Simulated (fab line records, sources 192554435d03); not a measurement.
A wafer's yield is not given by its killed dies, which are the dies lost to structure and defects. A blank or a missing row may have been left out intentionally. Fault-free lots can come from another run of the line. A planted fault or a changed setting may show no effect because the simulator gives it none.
fab line records    flow n5-finfet
record lots=7  wafers=39
route steps=1938 shown DUMMY_GATE@215 HKMG_FIN@403
start-h: start of the lot's first displayed wafer, in hours after the record's first day    wait-h: hours elapsed since this lot's preceding step    " unchanged from the row above    L1.1+2: a row that stands for several wafers    - no value present, or no start provided    * or withheld: withheld    < > ~ a bound
route shown NAME@n: NAME is a module with steps in the file, n the number in the route of the first one    usual: the fault-free wafers' mean and standard deviation    same: alike in all rows    chamber/n: place in a boat    sites: readings site by site    _std_site: standard deviation across them    _edge_site: inner sites' mean taken away from outer sites' mean    radius-mm: how far each site lies from the wafer's centre    mask NAME#n: copy n    behind: the most recent tool/chamber to have shaped the wafer    hold: why the lot was held/for how many hours/how that ended    device: which transistor (n, p or np) failed to switch    end of line: the route-end tests of the same wafers    a step given without rows: its recipe and nothing more    killed: dies lost to structure and defects at the first sort, not the wafer's yield    map: shows each die of a wafer: x if killed, . if not, _ if none is there
set.NAME: the setting that was run; set.NAME@STEP: the one run at that earlier step    model.NAME: the simulator's own value behind a step, which no gauge read
lots run with intentionally changed settings; tables by step, rows by wafer
## steps
# step N5_DUMMY_GATE_CVD_03
# recipe material=a-Si  target-thk-a=1500  temp-c=530  precursor=SiH4  time-s=8042
lot.wafer  tool      chamber  start-h  wait-h  set.temp-c  model.a-Si_of_DUMMY_GATE_CVD_03.thk-nm
L074.1     -         -        -        0.1     530         151.2
L074.2     "         -        "        "       530         149.6
L074.3+6   "         -        "        "       530         149.4
L074.4     "         -        "        "       530         150.4
L074.5     "         -        "        "       530         150
L077.1     lpcvd-01  1/90     57.33    0.1     530         149.6
L077.2     "         1/95     "        "       530         148.8
L077.4     "         1/104    "        "       530         148.6
L081.1     -         -        -        0.1     522.7       123
L081.2     "         -        "        "       522.7       124.2
L081.3     "         -        "        "       522.7       121.8
L081.4+5   "         -        "        "       522.7       123.4
L081.6     "         -        "        "       522.7       122.4
L082.1     -         -        -        0.1     508.9       82.8
L082.2+6   "         -        "        "       508.9       80.6
L082.3     "         -        "        "       508.9       81.6
L082.4     "         -        "        "       508.9       83.4
L082.5     "         -        "        "       508.9       80.2
L089.1+3   -         -        -        0.1     542.2       212.8
L089.2     "         -        "        "       542.2       214.6
L089.4+6   "         -        "        "       542.2       213.2
L089.5     "         -        "        "       542.2       213
L091.1+6   -         -        -        0.1     513.3       93
L091.2     "         -        "        "       513.3       92.2
L091.3     "         -        "        "       513.3       94.4
L091.4     "         -        "        "       513.3       93.6
L091.5     "         -        "        "       513.3       94
L093.1     -         -        -        0.1     521.7       119.2
L093.2     "         -        "        "       521.7       116.6
L093.3     "         -        "        "       521.7       119
L093.4     "         -        "        "       521.7       118
L093.5     "         -        "        "       521.7       118.2
L093.6     "         -        "        "       521.7       116.8
# step N5_DUMMY_GATE_ETCH_31
# recipe chemistry=C4F6/O2  target=SiO2  mask-material=SOC  target-depth-a=825  time-s=27.5  ion-energy-ev=250  pressure-mtorr=30  source-w=345  bias-w=185  Ar_flow_sccm=300  C4F6_flow_sccm=10  O2_flow_sccm=10
lot.wafer  tool         chamber  start-h  wait-h  set.target-depth-a  model.etch.depth-nm
L074.1     rie-diel-05  2        46.54    0.0     825                 84.24
L074.2     "            0        "        "       825                 81.72
L074.3     "            1        "        "       825                 84.51
L074.4     "            3        "        "       825                 81.9
L074.5     "            2        "        "       825                 84.13
L074.6     "            3        "        "       825                 81.57
L077.1     rie-diel-04  3        66.28    0.0     825                 80.35
L077.2     "            1        "        "       825                 83.12
L077.4     "            3        "        "       825                 80.36
L081.1     rie-diel-05  0        89.26    0.0     825                 81.29
L081.2     "            3        "        "       825                 81.24
L081.3     "            2        "        "       825                 84.53
L081.4     "            1        "        "       825                 83.47
L081.5     "            3        "        "       825                 80.68
L081.6     "            2        "        "       825                 83.75
L082.1     rie-diel-04  3        93.17    0.0     825                 81.17
L082.2     "            1        "        "       719.5               71.69
L082.3     "            0        "        "       825                 80.24
L082.4     "            3        "        "       719.5               70.15
L082.5     "            0        "        "       719.5               70.79
L082.6     "            1        "        "       825                 82.23
L089.1     rie-diel-05  2        137.80   0.0     761                 76.41
L089.2     "            1        "        "       825                 82.65
L089.3     "            3        "        "       825                 80.92
L089.4     "            0        "        "       825                 82.5
L089.5     "            0        "        "       761                 76.1
L089.6     "            1        "        "       761                 77.12
L091.1     rie-diel-05  0        150.03   0.2     825                 81.49
L091.2     "            2        "        "       825                 81.97
L091.3     "            3        "        "       825                 81.21
L091.4     "            1        "        "       725.6               72.79
L091.5     "            0        "        "       725.6               71.68
L091.6     "            3        "        "       725.6               70.97
L093.1     rie-diel-05  1        163.73   0.1     825                 83.46
L093.2     "            0        "        "       791.2               78.56
L093.3     "            2        "        "       791.2               80.16
L093.4     "            0        "        "       825                 81.87
L093.5     "            2        "        "       791.2               79.15
L093.6     "            1        "        "       825                 83.31
# step N5_DUMMY_GATE_ETCH_32
# recipe chemistry=CF4  target=SiO2  target-depth-a=35  time-s=3.9  ion-energy-ev=350  pressure-mtorr=10  icp-w=800  bias-w=400  cf4-flow-sccm=80
lot.wafer  tool       chamber  start-h  wait-h  set.time-s  model.etch.depth-nm
L074.1     rie-si-01  3        46.78    0.1     3.9         3.457
L074.2     "          1        "        "       3.124       2.787
L074.3     "          0        "        "       3.124       2.919
L074.4     "          2        "        "       3.9         3.548
L074.5     "          0        "        "       3.124       2.915
L074.6     "          3        "        "       3.9         3.462
L077.1     rie-si-01  3        66.52    0.1     3.9         3.425
L077.2     "          2        "        "       3.9         3.55
L077.4     "          1        "        "       3.9         3.474
L081.1     rie-si-03  0        89.51    0.1     3.249       2.923
L081.2     "          1        "        "       3.9         3.602
L081.3     "          2        "        "       3.9         3.465
L081.4     "          3        "        "       3.249       2.941
L081.5     "          2        "        "       3.249       2.899
L081.6     "          1        "        "       3.9         3.574
L082.1     rie-si-03  0        93.42    0.1     4.446       3.953
L082.2     "          3        "        "       4.446       3.938
L082.3     "          2        "        "       3.9         3.46
L082.4     "          1        "        "       4.446       4.022
L082.5     "          0        "        "       3.9         3.491
L082.6     "          3        "        "       3.9         3.445
L089.1     rie-si-01  3        138.05   0.1     3.9         3.438
L089.2     "          1        "        "       4.135       3.667
L089.3     "          2        "        "       4.135       3.797
L089.4     "          0        "        "       3.9         3.581
L089.5     "          0        "        "       3.9         3.579
L089.6     "          1        "        "       4.135       3.648
L091.1     rie-si-01  2        150.28   0.1     3.275       3.015
L091.2     "          3        "        "       3.9         3.448
L091.3     "          0        "        "       3.275       3.025
L091.4     "          1        "        "       3.275       2.911
L091.5     "          3        "        "       3.9         3.468
L091.6     "          2        "        "       3.9         3.596
L093.1     rie-si-03  1        163.97   0.1     3.9         3.621
L093.2     "          0        "        "       3.9         3.505
L093.3     "          3        "        "       3.236       2.913
L093.4     "          2        "        "       3.236       2.932
L093.5     "          3        "        "       3.9         3.508
L093.6     "          0        "        "       3.236       2.914
# step N5_HKMG_FIN_ETCH_55
# recipe chemistry=N2/H2  target=SOC  target-depth-a=2400  temp-c=40  time-s=300  ion-energy-ev=200  mask-material=SiARC  pressure-mtorr=30  source-w=840  bias-w=150  n2-flow-sccm=200  h2-flow-sccm=200
lot.wafer  tool         chamber  start-h  wait-h  set.time-s  model.HKMG_FIN.feature-depth-nm  model.etch.depth-nm
L074.1     rie-diel-03  0        73.67    0.0     353.1       265                              265.1
L074.2     "            3        "        "       353.1       282.2                            282.1
L074.3     "            1        "        "       300         238.2                            238.2
L074.4     "            2        "        "       300         231.6                            231.5
L074.5     "            3        "        "       300         235.8                            235.8
L074.6     "            2        "        "       353.1       271.6                            271.6
L077.1     rie-diel-03  3        89.99    0.0     300         236                              236
L077.2     "            1        "        "       300         236.4                            236.3
L077.4     "            2        "        "       300         226.6                            226.5
L081.1     rie-diel-02  3        113.29   0.0     352.4       300.2                            300.2
L081.2     "            1        "        "       300         232                              232
L081.3     "            0        "        "       300         233.6                            233.5
L081.4     "            1        "        "       300         231.8                            231.7
L081.5     "            0        "        "       352.4       273.6                            273.5
L081.6     "            3        "        "       352.4       299.4                            299.5
L082.1     rie-diel-01  2        120.09   0.0     300         245.2                            245.3
L082.2     "            3        "        "       252.5       210                              209.9
L082.3     "            1        "        "       252.5       191.6                            191.7
L082.4     "            0        "        "       300         217.4                            217.4
L082.5     "            2        "        "       252.5       206                              206.1
L082.6     "            3        "        "       300         249.2                            249.1
L089.1     rie-diel-01  3        161.89   0.0     300         254.4                            254.5
L089.2     "            1        "        "       363.9       281.6                            281.5
L089.3     "            2        "        "       363.9       300.8                            300.7
L089.4     "            2        "        "       300         250                              250
L089.5     "            1        "        "       363.9       282                              281.9
L089.6     "            3        "        "       300         255                              254.9
L091.1     rie-diel-01  0        175.91   0.0     337.1       248.8                            248.7
L091.2     "            3        "        "       300         255.4                            255.4
L091.3     "            2        "        "       300         247.4                            247.3
L091.4     "            1        "        "       337.1       259                              259
L091.5     "            2        "        "       300         248.2                            248.2
L091.6     "            3        "        "       337.1       288                              288
L093.1     rie-diel-02  0        188.03   0.0     300         235.2                            235.2
L093.2     "            2        "        "       300         255.8                            255.8
L093.3     "            3        "        "       300         250                              250
L093.4     "            0        "        "       247.9       193.8                            193.9
L093.5     "            2        "        "       247.9       211.8                            211.8
L093.6     "            3        "        "       247.9       204.4                            204.3
## key
split step=N5_DUMMY_GATE_CVD_03  setting=temp-c  stated=530  by=lot
response step=N5_DUMMY_GATE_CVD_03  reading=model.a-Si_of_DUMMY_GATE_CVD_03.thk-nm  change=+20.6  per=1%  r=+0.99
split step=N5_DUMMY_GATE_ETCH_31  setting=target-depth-a  stated=825  by=wafer
response step=N5_DUMMY_GATE_ETCH_31  reading=model.etch.depth-nm  change=+0.796  per=1%  r=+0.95
split step=N5_DUMMY_GATE_ETCH_32  setting=time-s  stated=3.9  by=wafer
response step=N5_DUMMY_GATE_ETCH_32  reading=model.etch.depth-nm  change=+0.0342  per=1%  r=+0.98
split step=N5_HKMG_FIN_ETCH_55  setting=time-s  stated=300  by=wafer
response step=N5_HKMG_FIN_ETCH_55  reading=model.HKMG_FIN.feature-depth-nm  change=+2.21  per=1%  r=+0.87
response step=N5_HKMG_FIN_ETCH_55  reading=model.etch.depth-nm  change=+2.21  per=1%  r=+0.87
